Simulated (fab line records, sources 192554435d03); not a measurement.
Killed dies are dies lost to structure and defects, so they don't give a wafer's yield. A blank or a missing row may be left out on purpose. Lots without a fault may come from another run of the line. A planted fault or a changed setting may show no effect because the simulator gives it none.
fab line records | flow n5_finfet
record lots=6 wafers=16 last_day=16
route steps=1938 shown BEOL_M2@867 BEOL_M4@1111 PASSIVATION@1936
lots that met no fault: from a run of the same line without faults
start_h: hours from the record's first day to the start of the lot's first wafer shown | wait_h: hours since the lot's step before | " the same as in the row above | L1.1+2: a row that stands for several wafers | - no value, or no start given | * or withheld: withheld | < > ~ a bound
route shown NAME@n: a module of which the file shows steps, and the number in the route of the first | usual: mean/standard deviation of fault-free wafers | same: alike in all rows | chamber/n: place in a boat | sites: the reading at each site | _std_site: their standard deviation | _edge_site: outer sites' mean less inner sites' | radius_mm: how far each site lies from the wafer's centre | mask NAME#n: copy n | behind: the tool/chamber that last shaped the wafer | hold: why the lot was held/for how many hours/how that ended | device: the transistor (n, p or np) that didn't switch | end of line: the same wafers' tests at the end of the route | a step without rows: its recipe alone | killed: dies lost to structure and defects at the first sort, not the wafer's yield | map: a wafer's dies, x killed, . not, _ none there
set.NAME: the setting as run; set.NAME@STEP: as run at that earlier step | model.NAME: the simulator's own value behind a step, which no gauge read
lots at some steps of the route; a table a step, a row a wafer
services: from which hour (start_h, from the record's first day; less than 0 if before it) a tool's chamber was out of use, for how many hours, and why
## steps
# step N5_BEOL_M2_COAT_67
# recipe resist=SOC temp_c=250 time_s=60 spin_rpm=1500 resist_thk_nm=60
# step N5_BEOL_M2_COAT_68
# recipe resist=SiARC temp_c=220 time_s=60 spin_rpm=1500 resist_thk_nm=12
# step N5_BEOL_M2_COAT_76
# recipe resist=underlayer temp_c=205 time_s=60 spin_rpm=1500 resist_thk_nm=5
# step N5_BEOL_M2_COAT_22
# recipe resist=CAR-EUV spin_rpm=1500 resist_thk_nm=30
# step N5_BEOL_M2_EBR_24
# recipe solvent=PGMEA ebr_width_mm=1.5
# step N5_BEOL_M2_SOFTBAKE_23
# recipe temp_c=110 time_s=60 resist=CAR-EUV
# step N5_BEOL_M2_EXPOSE_25
# recipe mask_id=V1 na=0.33 source_shape=quasar sigma_inner=0.2 sigma_outer=0.8 polarization=unpolarized defocus_nm=5 dose_mj=63
# step N5_BEOL_M2_PEB_26
# recipe peb_temp_c=100 peb_time_s=60 resist=CAR-EUV
# step N5_BEOL_M2_DEVELOP_27
# recipe develop_time_s=30 developer=TMAH resist=CAR-EUV rinse_liquid=surfactant_rinse dry=air_spin dev_temp_c=23
# step N5_BEOL_M2_CD_MEAS_28
# recipe target_cd_nm=26.2 landing_energy_ev=500 detector=se_inlens target_cd_y_nm=24.1 polarity=opening
# usual cd_nm=26.15/0.22
# columns lot.wafer tool chamber start_h wait_h cd_nm
L748.1 cd_sem-01 0 133.11 - 26.25
L748.2 " 0 " " 26.47
L748.6 " 0 " " 25.76
L758.1 cd_sem-01 0 193.64 - 26.25
L758.6 " 0 " " 25.79
L760.1 cd_sem-01 0 211.45 - 26.00
L760.2 " 0 " " 25.83
L766.1 cd_sem-01 0 245.08 - 25.88
L766.2 " 0 " " 25.96
L766.6 " 0 " " 26.18
L768.3 cd_sem-03 0 253.43 - 26.01
L768.5 " 0 " " 25.81
L768.6 " 0 " " 26.26
L770.1 cd_sem-01 0 274.55 - 25.89
L770.4 " 0 " " 26.21
L770.5 " 0 " " 26.06
# step N5_BEOL_M2_OVL_MEAS_29
# recipe points_per_wafer=522
# usual V1_OVL=0.2/0.66
# columns lot.wafer tool chamber start_h wait_h V1_OVL[nm]
L748.1 overlay-02 0 133.14 0.0 0.0
L748.2 " 0 " " -0.5
L748.6 " 0 " " 0.0
L758.1 overlay-01 0 193.67 0.0 0.4
L758.6 " 0 " " -0.2
L760.1 overlay-02 0 211.48 0.0 -0.8
L760.2 " 0 " " -0.7
L766.1 overlay-02 0 245.11 0.0 -0.5
L766.2 " 0 " " 0.6
L766.6 " 0 " " -0.4
L768.3 overlay-01 0 253.47 0.0 0.2
L768.5 " 0 " " 0.5
L768.6 " 0 " " 0.4
L770.1 overlay-01 0 274.58 0.0 0.2
L770.4 " 0 " " 0.5
L770.5 " 0 " " -1.1
# step N5_BEOL_M2_INSPECT_30
# recipe mode=adi inspect_instrument=brightfield
# usual raw_defect_count=454/100
# columns lot.wafer tool chamber start_h wait_h raw_defect_count
L748.1 defect_inspect-02 - 133.20 0.1 403
L748.2 " - " " 555
L748.6 " - " " 570
L758.1 defect_inspect-02 - 193.73 0.1 313
L758.6 " - " " 412
L760.1 defect_inspect-02 - 211.53 0.1 383
L760.2 " - " " 337
L766.1 defect_inspect-01 - 245.17 0.1 531
L766.2 " - " " 716
L766.6 " - " " 412
L768.3 defect_inspect-01 - 253.52 0.0 477
L768.5 " - " " 385
L768.6 " - " " 415
L770.1 defect_inspect-01 - 274.64 0.1 597
L770.4 " - " " 353
L770.5 " - " " 563
# step N5_BEOL_M2_DESCUM_33
# recipe chemistry=O2 time_s=7 source_power_w=50 bias_power_w=20 pressure_mtorr=20 rf_frequency_hz=2.712e+07 temp_c=40 resist=CAR-EUV o2_flow_sccm=225
# usual drypump_motor_current_A=5.7/0.31 oes_product_au=0.78/0.087 rf_vpp_V=243.0/1.5 showerhead_plenum_p_Torr=2.09/0.072 throttle_valve_pct=20.50/0.2
# columns lot.wafer tool chamber start_h wait_h drypump_motor_current_A oes_product_au rf_hours_counter_h rf_vpp_V showerhead_plenum_p_Torr throttle_valve_pct model.CAR-EUV_of_BEOL_M2_COAT_22.thk_nm
L748.1 rie_diel-02 2 133.78 0.6 5.4 0.83 62 240.6 2.06 20.52 26
L748.2 " 1 " " 5.7 0.67 241 241.4 1.94 20.56 26
L748.6 " 2 " " 5.4 0.83 - 241.2 2.06 20.53 26
L758.1 rie_diel-02 3 193.77 0.0 5.4 0.75 195 243.1 2.08 20.72 26
L758.6 " 0 " " 5.8 0.72 - 241.8 2.01 20.63 25
L760.1 rie_diel-02 0 211.57 0.0 5.8 0.71 202 241.8 2.01 20.62 26
L760.2 " 3 " " 5.4 0.74 201 242.3 2.08 20.72 25
L766.1 rie_diel-01 0 245.91 0.7 6.1 0.87 49 241.7 2.05 20.72 26
L766.2 " 3 " " 5.2 0.80 101 243.7 2.12 20.30 26
L766.6 " 3 " " 5.2 0.80 - 242.0 2.12 20.31 26
L768.3 rie_diel-01 2 253.55 0.0 6.0 0.95 10 244.8 2.23 20.26 26
L768.5 " 2 " " 6.0 0.95 - 245.1 2.22 20.26 26
L768.6 " 3 " " 5.2 0.79 - 243.0 2.12 20.32 26
L770.1 rie_diel-02 2 274.67 0.0 5.4 0.77 118 242.7 2.04 20.61 26.2
L770.4 " 1 " " 5.7 0.86 39 244.2 2.18 20.08 26.2
L770.5 " 3 " " 5.4 0.72 - 241.1 2.07 20.76 26
# step N5_BEOL_M2_ETCH_77
# recipe chemistry=N2/H2 target=underlayer target_depth_a=65 mask_material=CAR-EUV time_s=5.2 ion_energy_ev=200 pressure_mtorr=30 source_w=840 bias_w=150 n2_flow_sccm=200 h2_flow_sccm=200 ends=cleared
# usual drypump_motor_current_A=5.7/0.31 etch_rf_on_time_s=5.14/0.15 oes_product_au=0.67/0.075 rf_vpp_V=523.5/2.9 showerhead_plenum_p_Torr=2.53/0.099 throttle_valve_pct=17.89/0.21
# columns lot.wafer tool chamber start_h wait_h drypump_motor_current_A etch_rf_on_time_s oes_product_au rf_hours_counter_h rf_vpp_V showerhead_plenum_p_Torr throttle_valve_pct
L748.1 rie_diel-02 2 133.81 0.0 5.4 5.25 0.69 62 522.1 2.46 17.67
L748.2 " 1 " " 5.7 5.10 0.57 241 520.3 2.41 18.41
L748.6 " 2 " " 5.4 5.24 0.69 - 522.5 2.46 17.65
L758.1 rie_diel-02 3 193.80 0.0 5.4 5.07 0.63 195 523.4 2.52 18.08
L758.6 " 0 " " 5.8 5.15 0.61 - 519.4 2.42 17.90
L760.1 rie_diel-02 0 211.60 0.0 5.8 5.18 0.61 202 520.1 2.42 17.92
L760.2 " 3 " " 5.4 5.11 0.62 201 522.3 2.52 18.11
L766.1 rie_diel-01 0 245.94 0.0 6.1 5.26 0.74 49 522.5 2.49 18.09
L766.2 " 3 " " 5.2 4.98 0.69 101 524.3 2.55 17.59
L766.6 " 3 " " 5.2 5.02 0.68 - 525.3 2.55 17.59
L768.3 rie_diel-01 2 253.58 0.0 6.0 4.78 0.84 10 528.8 2.72 17.72
L768.5 " 2 " " 6.0 4.76 0.84 - 526.4 2.72 17.70
L768.6 " 3 " " 5.2 4.99 0.70 - 524.4 2.55 17.56
L770.1 rie_diel-02 2 274.71 0.0 5.4 5.24 0.65 118 521.5 2.44 17.77
L770.4 " 1 " " 5.7 5.30 0.73 39 527.5 2.71 17.95
L770.5 " 3 " " 5.4 5.01 0.62 - 522.0 2.51 18.14
# step N5_BEOL_M2_ETCH_69
# recipe chemistry=CF4 target=SiARC target_depth_a=156 mask_material=CAR-EUV time_s=26 ion_energy_ev=80 pressure_mtorr=40 source_w=545 bias_w=36 Ar_flow_sccm=100 cf4_flow_sccm=100 ends=cleared
# usual drypump_motor_current_A=5.7/0.31 etch_rf_on_time_s=25.7/0.74 oes_product_au=0.67/0.075 rf_vpp_V=183.9/1.2 showerhead_plenum_p_Torr=2.13/0.084 throttle_valve_pct=15.66/0.19
# columns lot.wafer tool chamber start_h wait_h drypump_motor_current_A etch_rf_on_time_s oes_product_au rf_hours_counter_h rf_vpp_V showerhead_plenum_p_Torr throttle_valve_pct
L748.1 rie_diel-02 2 133.83 0.0 5.4 26.5 0.70 62 184.7 2.10 15.54
L748.2 " 1 " " 5.6 25.7 0.58 241 181.5 2.03 15.97
L748.6 " 2 " " 5.4 26.6 0.69 - 183.1 2.10 15.52
L758.1 rie_diel-02 3 193.82 0.0 5.4 25.6 0.64 195 183.8 2.14 15.92
L758.6 " 0 " " 5.8 26.3 0.61 - 182.0 2.02 15.68
L760.1 rie_diel-02 0 211.62 0.0 5.8 26.1 0.61 202 182.6 2.02 15.70
L760.2 " 3 " " 5.4 25.8 0.62 201 183.2 2.13 15.93
L766.1 rie_diel-01 0 245.96 0.0 6.1 26.7 0.73 49 183.6 2.10 15.73
L766.2 " 3 " " 5.2 25.0 0.70 101 184.1 2.15 15.41
L766.6 " 3 " " 5.2 25.0 0.70 - 184.7 2.15 15.41
L768.3 rie_diel-01 2 253.60 0.0 6.0 24.0 0.84 10 185.1 2.28 15.37
L768.5 " 2 " " 6.0 24.0 0.84 - 186.0 2.28 15.36
L768.6 " 3 " " 5.2 25.2 0.69 - 184.7 2.15 15.41
L770.1 rie_diel-02 2 274.73 0.0 5.4 26.4 0.65 118 183.2 2.08 15.65
L770.4 " 1 " " 5.7 26.5 0.74 39 186.1 2.27 15.53
L770.5 " 3 " " 5.4 25.6 0.62 - 183.4 2.13 15.98
# step N5_BEOL_M2_ALD_98
# recipe material=SiO2 target_thk_a=25 temp_c=100 ald_precursor_family=BDEAS ald_co_reactant=O2-plasma pulse_time_s=1 co_reactant_pulse_time_s=1 purge_time_s=2 co_reactant_purge_time_s=2 ald_cycles=17 pressure_torr=2
# usual heater_power_w=75/6.3 precursor_pulse_height_rel=1.002/0.02 susceptor_temp_C=100.01/0.13
# columns lot.wafer tool chamber start_h wait_h heater_power_w precursor_pulse_height_rel susceptor_temp_C
L748.1 ald_sin-01 2 133.91 0.1 66 0.993 100.07
L748.2 " 3 " " 73 1.022 99.98
L748.6 " 2 " " 65 1.022 99.99
L758.1 ald_sin-04 0 193.90 0.1 80 0.997 100.00
L758.6 " 3 " " 93 1.004 99.99
L760.1 ald_sin-02 0 211.70 0.1 75 0.990 100.07
L760.2 " 1 " " 67 1.014 99.97
L766.1 ald_sin-02 3 246.04 0.1 76 1.017 99.98
L766.2 " 0 " " 74 1.005 100.08
L766.6 " 0 " " 73 0.994 100.06
L768.3 ald_sin-01 3 253.68 0.1 76 1.051 99.78
L768.5 " 0 " " 72 0.993 100.04
L768.6 " 1 " " 80 0.963 100.17
L770.1 ald_sin-01 3 274.94 0.2 75 1.010 99.92
L770.4 " 0 " " 72 1.009 100.01
L770.5 " 0 " " 69 1.009 100.13
# step N5_BEOL_M2_ETCHBACK_99
# recipe chemistry=CHF3 target=SiO2 target_depth_a=50 time_s=10.4 source_w=215 bias_w=47 Ar_flow_sccm=200 CHF3_flow_sccm=12 ion_energy_ev=100 pressure_mtorr=30
# usual drypump_motor_current_A=5.7/0.31 oes_product_au=0.78/0.079 rf_vpp_V=238/4.9 showerhead_plenum_p_Torr=2.16/0.09 throttle_valve_pct=17.11/0.19
# columns lot.wafer tool chamber start_h wait_h drypump_motor_current_A oes_product_au rf_hours_counter_h rf_vpp_V showerhead_plenum_p_Torr throttle_valve_pct model.CAR-EUV_of_BEOL_M2_COAT_22.thk_nm
L748.1 rie_diel-01 2 136.58 2.6 6.1 0.70 223 235 2.05 17.24 10.2
L748.2 " 1 " " 5.7 0.72 171 233 2.24 17.14 10.4
L748.6 " 1 " " 5.8 0.72 - 233 2.24 17.15 10.4
L758.1 rie_diel-02 0 196.21 2.3 5.8 0.70 197 236 2.03 17.12 10.4
L758.6 " 2 " " 5.4 0.80 - 240 2.11 17.14 9.4
L760.1 rie_diel-05 2 213.92 2.2 5.6 0.76 153 238 2.03 17.03 10.4
L760.2 " 3 " " 5.8 0.81 85 240 2.27 16.90 9.4
L766.1 rie_diel-02 2 248.39 2.3 5.4 0.77 108 241 2.10 17.18 10.2
L766.2 " 0 " " 5.8 0.70 220 237 2.02 17.17 10.2
L766.6 " 2 " " 5.4 0.77 - 240 2.10 17.16 10.2
L768.3 rie_diel-05 1 253.85 0.1 5.8 0.71 193 238 2.24 17.18 10.2
L768.5 " 2 " " 5.6 0.75 - 240 2.02 17.05 10.2
L768.6 " 3 " " 5.8 0.82 - 239 2.27 16.89 10.4
L770.1 rie_diel-01 3 275.07 0.1 5.2 0.79 111 231 2.14 16.80 10.4
L770.4 " 0 " " 6.1 0.87 60 234 2.12 17.34 10.4
L770.5 " 2 " " 6.1 0.95 - 238 2.31 16.94 10.4
# step N5_BEOL_M2_ETCH_70
# recipe chemistry=N2/H2 target=SOC target_depth_a=800 overetch_a=240 mask_material=SiARC temp_c=40 time_s=130 ion_energy_ev=200 pressure_mtorr=30 source_w=840 bias_w=150 n2_flow_sccm=200 h2_flow_sccm=200
# usual drypump_motor_current_A=5.7/0.3 oes_product_au=0.57/0.056 rf_vpp_V=524.1/2.9 showerhead_plenum_p_Torr=2.55/0.11 throttle_valve_pct=17.88/0.23
# columns lot.wafer tool chamber start_h wait_h drypump_motor_current_A oes_product_au rf_hours_counter_h rf_vpp_V showerhead_plenum_p_Torr throttle_valve_pct
L748.1 rie_diel-01 2 136.61 0.0 6.0 0.51 223 518.9 2.41 17.92
L748.2 " 1 " " 5.8 0.54 171 525.9 2.61 17.68
L748.6 " 1 " " 5.8 0.53 - 525.5 2.61 17.70
L758.1 rie_diel-02 0 196.24 0.0 5.8 0.52 197 520.1 2.42 17.85
L758.6 " 2 " " 5.4 0.58 - 523.4 2.45 17.68
L760.1 rie_diel-05 2 213.95 0.0 5.6 0.56 153 522.0 2.43 17.96
L760.2 " 3 " " 5.8 0.60 86 528.5 2.68 17.62
L766.1 rie_diel-02 2 248.43 0.0 5.4 0.57 108 521.0 2.44 17.69
L766.2 " 0 " " 5.8 0.52 220 520.0 2.41 17.89
L766.6 " 2 " " 5.4 0.57 - 521.0 2.44 17.70
L768.3 rie_diel-05 1 253.89 0.0 5.8 0.52 193 526.1 2.66 18.19
L768.5 " 2 " " 5.6 0.55 - 521.4 2.43 17.97
L768.6 " 3 " " 5.8 0.60 - 525.8 2.68 17.62
L770.1 rie_diel-01 3 275.10 0.0 5.2 0.58 111 523.7 2.55 17.56
L770.4 " 0 " " 6.1 0.63 60 522.5 2.49 18.09
L770.5 " 2 " " 6.0 0.67 - 529.1 2.71 17.68
# step N5_BEOL_M4_RC_MEAS_101
# usual DIBL_N=36.0/2.5 DIBL_P=36.3/2.8 IOFF_N=0.16/0.042 IOFF_P=0.21/0.045 ION_N=673/15 ION_P=463/8.1 SS_N=71.4/0.73 SS_P=73.3/0.92 VT_N=251/4.1 VT_P=-250/3.4
# columns lot.wafer tool chamber start_h wait_h DIBL_N[mV/V] DIBL_P[mV/V] IOFF_N[nA/um] IOFF_P[nA/um] ION_N[uA/um] ION_P[uA/um] SS_N[mV/dec] SS_P[mV/dec] VT_N[mV] VT_P[mV]
L748.1 prober-01 0 162.44 0.0 38.6 36.9 0.19 0.26 691 470 72.0 74.0 247 -247
L748.2 " 0 " " 35.3 32.4 0.13 0.20 648 450 71.3 73.0 254 -249
L748.6 " 0 " " 37.9 37.0 0.20 0.28 690 466 71.3 74.4 242 -246
L758.1 prober-01 0 223.33 0.0 37.6 38.4 0.16 0.21 672 456 72.0 73.3 250 -253
L758.6 " 0 " " 35.5 35.8 0.13 0.17 667 459 71.6 73.2 252 -255
L760.1 prober-02 0 238.99 0.0 35.1 35.2 0.16 0.21 693 474 71.2 73.4 250 -250
L760.2 " 0 " " 31.2 30.5 0.09 0.14 649 453 70.3 71.9 261 -253
L766.1 prober-01 0 278.73 0.0 38.8 39.8 0.22 0.24 695 468 72.3 74.2 243 -247
L766.2 " 0 " " 37.1 36.6 0.16 0.18 674 456 71.7 73.0 250 -256
L766.6 " 0 " " 38.9 39.5 0.20 0.24 690 455 72.5 74.6 247 -250
L768.3 prober-02 0 281.56 0.3 34.3 33.6 0.12 0.17 652 449 71.3 72.3 256 -252
L768.5 " 0 " " 36.4 36.7 0.14 0.22 674 467 71.6 73.2 252 -250
L768.6 " 0 " " 37.9 38.4 0.18 0.25 675 464 71.8 74.3 250 -249
L770.1 prober-01 0 299.59 0.0 35.6 36.0 0.15 0.21 683 469 70.7 72.5 250 -247
L770.4 " 0 " " 36.3 37.6 0.15 0.23 663 458 71.0 72.7 251 -248
L770.5 " 0 " " 34.6 35.3 0.13 0.20 664 457 70.6 72.3 251 -249
# step N5_PASSIVATION_PROBE_49
# usual defect_limited_yield=91.0/1.4 killed_at_M0_to_M3=36/11 killed_at_M4_up=13/5.4 killed_at_contacts=12/6.4 killed_at_front_end=41/13 killed_at_other=2.9/2.3 killed_dies=106/17 killed_open=70/12 killed_short=34/8.4 sort_bin_5_function=5.2/1 sort_bin_6_memory=3.4/0.63 sort_n_pass=1074/18 sort_yield_pct=91.0/1.6
# same gross_dies=1180 killed_at_back_side=0 sort_bin_4_leakage[%]=0 sort_bin_8_speed[%]=0
# columns lot.wafer tool chamber start_h wait_h defect_limited_yield[%] killed_at_M0_to_M3 killed_at_M4_up killed_at_contacts killed_at_front_end killed_at_other killed_dies killed_open killed_short sort_bin_5_function[%] sort_bin_6_memory[%] sort_n_pass sort_yield_pct[%]
L760.1 prober-01 - 339.53 0.0 93.0 26 15 9 26 7 83 62 21 4.1 2.6 1097 93.0
L760.2 prober-01 - 339.58 0.1 94.2 21 10 12 22 3 68 51 17 3.6 1.9 1112 94.2
L766.1 prober-01 - 372.11 0.0 93.3 28 20 5 21 5 79 49 28 4.2 2.1 1101 93.3
L768.3 prober-02 - 381.44 0.1 90.2 60 15 6 34 1 116 68 45 6.0 3.5 1064 90.2
L768.5 prober-02 - 381.54 0.2 89.2 60 6 19 34 8 127 79 45 5.3 5.0 1053 89.2
L768.6 prober-02 - 381.59 0.3 90.6 54 8 20 26 3 111 72 38 4.8 3.9 1069 90.6
# killed by level:class
L760.1 BEOL_M2:geometric_particle:open=7 BEOL_M3:geometric_particle:open=7 STI_FIN_REVEAL:geometric_particle:open=6 MOL_CONTACT_COAG:geometric_particle:open=6 FIN_SAQP:geometric_particle:open=5 BEOL_M0_SAQP:geometric_particle:open=5 FIN_SAQP:geometric_particle:short=4 BEOL_M8:geometric_particle:open=4
L760.2 BEOL_M2:geometric_particle:open=12 MOL_CONTACT_COAG:geometric_particle:open=11 FIN_SAQP:geometric_particle:open=6 FIN_SAQP:geometric_particle:short=4 BEOL_M5:geometric_particle:open=4 STARTING-WAFER:geometric_particle:short=4 BEOL_M3:geometric_particle:open=3 BEOL_M0_SAQP:geometric_particle:open=3
L766.1 BEOL_M1:geometric_particle:open=9 FIN_SAQP:geometric_particle:short=7 BEOL_M5:geometric_particle:open=6 FIN_SAQP:geometric_particle:open=5 BEOL_M0_SAQP:geometric_particle:open=5 BEOL_M2:geometric_particle:open=4 BEOL_M4:geometric_particle:open=4 GATE_CUT:geometric_particle:short=3
L768.3 BEOL_M0_SAQP:geometric_particle:short=19 BEOL_M0_SAQP:geometric_particle:open=19 GATE_CUT:geometric_particle:short=6 MOL_CONTACT_COAG:geometric_particle:open=6 BEOL_M2:geometric_particle:open=6 DUMMY_GATE:geometric_particle:open=5 BEOL_M4:geometric_particle:short=5 BEOL_M1:geometric_particle:open=5
L768.5 BEOL_M0_SAQP:geometric_particle:open=21 BEOL_M0_SAQP:geometric_particle:short=15 MOL_CONTACT_COAG:geometric_particle:open=14 FIN_SAQP:geometric_particle:open=9 FIN_SAQP:geometric_particle:short=8 BEOL_M2:geometric_particle:open=8 BEOL_M1:geometric_particle:open=6 MOL_CONTACT_COAG:geometric_particle:short=4
L768.6 BEOL_M0_SAQP:geometric_particle:open=20 BEOL_M0_SAQP:geometric_particle:short=18 MOL_CONTACT_COAG:geometric_particle:open=14 MOL_CONTACT_COAG:geometric_particle:short=6 FIN_SAQP:geometric_particle:short=4 ILD0:geometric_particle:open=4 BEOL_M1:geometric_particle:open=4 BEOL_M2:geometric_particle:open=4
## services
# columns tool chamber start_h hours kind
rie_diel-05 0 160.29 3.8 repair
rie_diel-02 1 161.78 - clean
rie_diel-02 1 161.78 - consumable_replace:focus_ring
rie_diel-02 1 161.78 - consumable_replace:showerhead
rie_diel-02 1 161.78 13.9 scheduled_down
rie_diel-02 1 161.78 13.9 vent_cycle
ald_sin-04 - 177.15 14.0 pm
rie_diel-01 0 196.80 1.5 repair
rie_diel-01 2 198.84 3.8 repair
ald_sin-02 3 202.94 4.4 repair
rie_diel-01 2 218.70 - clean
rie_diel-01 2 218.70 - consumable_replace:focus_ring
rie_diel-01 2 218.70 - consumable_replace:showerhead
rie_diel-01 2 218.70 16.3 scheduled_down
rie_diel-01 2 218.70 16.3 vent_cycle
rie_diel-05 - 219.15 28.1 pm
rie_diel-01 1 224.90 1.9 repair
ald_sin-02 0 225.51 2.2 repair
rie_diel-01 - 260.12 2.1 repair
rie_diel-05 0 260.26 - clean
rie_diel-05 0 260.26 - consumable_replace:focus_ring
rie_diel-05 0 260.26 21.8 scheduled_down
rie_diel-05 0 260.26 21.8 vent_cycle
ald_sin-02 - 268.81 14.0 pm
## key
first_sign none at tools or gauges
model_effect step=N5_BEOL_M2_DESCUM_33 value=CAR-EUV_of_BEOL_M2_COAT_22.thk_nm without=26 struck=25
model_effect step=N5_BEOL_M2_ETCHBACK_99 value=CAR-EUV_of_BEOL_M2_COAT_22.thk_nm without=10.4 struck=9.4
met_at N5_BEOL_M2_DESCUM_33
struck_wafers L758.6,L760.2
onset_between 133.78 193.77
fault kind=process_parameter_drift tool=rie_diel-02 chamber=- onset_h=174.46 steps=N5_BEOL_M2_DESCUM_33 channel=time_s offset=* shape=step end_h=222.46 scope=struck_wafers_only acts_in=* stated=*
